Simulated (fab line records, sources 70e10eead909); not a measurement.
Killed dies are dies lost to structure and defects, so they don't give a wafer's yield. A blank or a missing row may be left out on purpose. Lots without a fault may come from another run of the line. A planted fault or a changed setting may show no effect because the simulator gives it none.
Chamber matching | flow nand_harc | NHARC_P_BONDPAD_CMP_32 on cmp-03: 4 sister chambers
The step polishes SiCN, target thk 200 nm. 4 wafers are shown with their chamber, then 7 later ones without.

WAFERS WITH THEIR CHAMBER
wafer  | chamber | motor_current_A (A)
L074.2 | 2       | 10.3
L091.5 | 0       | 15.0
L090.1 | 1       | 13.5
L090.3 | 3       | 13.2

WAFERS WITHOUT THEIR CHAMBER
wafer  | motor_current_A (A)
L090.5 | 12.9
L094.1 | 12.7
L094.3 | 10.2
L094.5 | 13.2
L096.1 | 10.2
L096.2 | 14.8
L096.3 | 13.5

WHICH CHAMBER EACH WENT THROUGH
wafer  | from the rows above     | in truth
L090.5 | can't be placed: 3 or 1 | 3
L094.1 | can't be placed: 3 or 1 | 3
L094.3 | 2                       | 2
L094.5 | can't be placed: 3 or 1 | 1
L096.1 | 2                       | 2
L096.2 | 0                       | 0
L096.3 | can't be placed: 1 or 3 | 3
Placed correctly: 3 of 7. Can't be placed from these rows: 4 (the true chamber is among the candidates in 4). Placed wrongly: 0.
How it was worked out, from the rows above alone: a wafer's distance from a chamber is the root of the sum, over the readings, of the square of ((its reading less the chamber's mean) divided by the reading's scatter). The wafer belongs to the nearest chamber; if the next one is less than 2 further off, it can't be placed. A chamber's mean is the mean of its shown wafers. The scatter: with one shown wafer a chamber, the root of the mean of the squares of how far each hidden wafer lies from its nearest shown one.
